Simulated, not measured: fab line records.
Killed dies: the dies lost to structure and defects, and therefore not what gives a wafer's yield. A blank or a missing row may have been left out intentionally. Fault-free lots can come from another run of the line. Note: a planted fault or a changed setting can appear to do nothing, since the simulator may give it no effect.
Matching of chambers | flow n5-finfet | N5_BEOL_M0_ETCH_138 on rie-diel-03: 4 sister chambers
The step etches SiCN in CH3F/O2, target depth 12 nm, time 31.6 s. 4 wafers are shown with their chamber, then 10 later ones without.

## EACH WAFER AND ITS CHAMBER
wafer  | chamber | drypump-motor-current-A (A)
L086.4 | 0       | 6.3
L086.6 | 3       | 5.4
L087.1 | 2       | 5.6
L087.2 | 1       | 5.1

## WAFERS WITH NO CHAMBER GIVEN
wafer  | drypump-motor-current-A (A)
L087.3 | 5.4
L087.4 | 6.4
L087.5 | 6.4
L087.6 | 5.4
L089.2 | 5.4
L089.4 | 5.6
L089.6 | 5.1
L094.1 | 6.4
L094.4 | 5.6
L094.5 | 5.1

## THE CHAMBER EACH PASSED THROUGH
wafer  | from the rows above | in truth
L087.3 | 3                   | 3
L087.4 | 0                   | 0
L087.5 | 0                   | 0
L087.6 | 3                   | 3
L089.2 | 3                   | 3
L089.4 | 2                   | 2
L089.6 | 1                   | 1
L094.1 | 0                   | 0
L094.4 | 2                   | 2
L094.5 | 1                   | 1
Correct placement for 10 of the 10. From these rows, 0 cannot be placed. Wrongly placed: 0.
How it was worked out, from the rows above alone: a wafer's distance from a chamber is the root of the sum, over the readings, of the square of ((its reading less the chamber's mean) divided by the reading's scatter). If the next closest chamber is less than 2 further off than the closest, the wafer can't be placed; otherwise it belongs to the closest. The mean given for a chamber averages the wafers shown for that chamber. The scatter (one wafer shown for each chamber): square how far every hidden wafer sits from the nearest shown wafer, average those squares and take the square root.
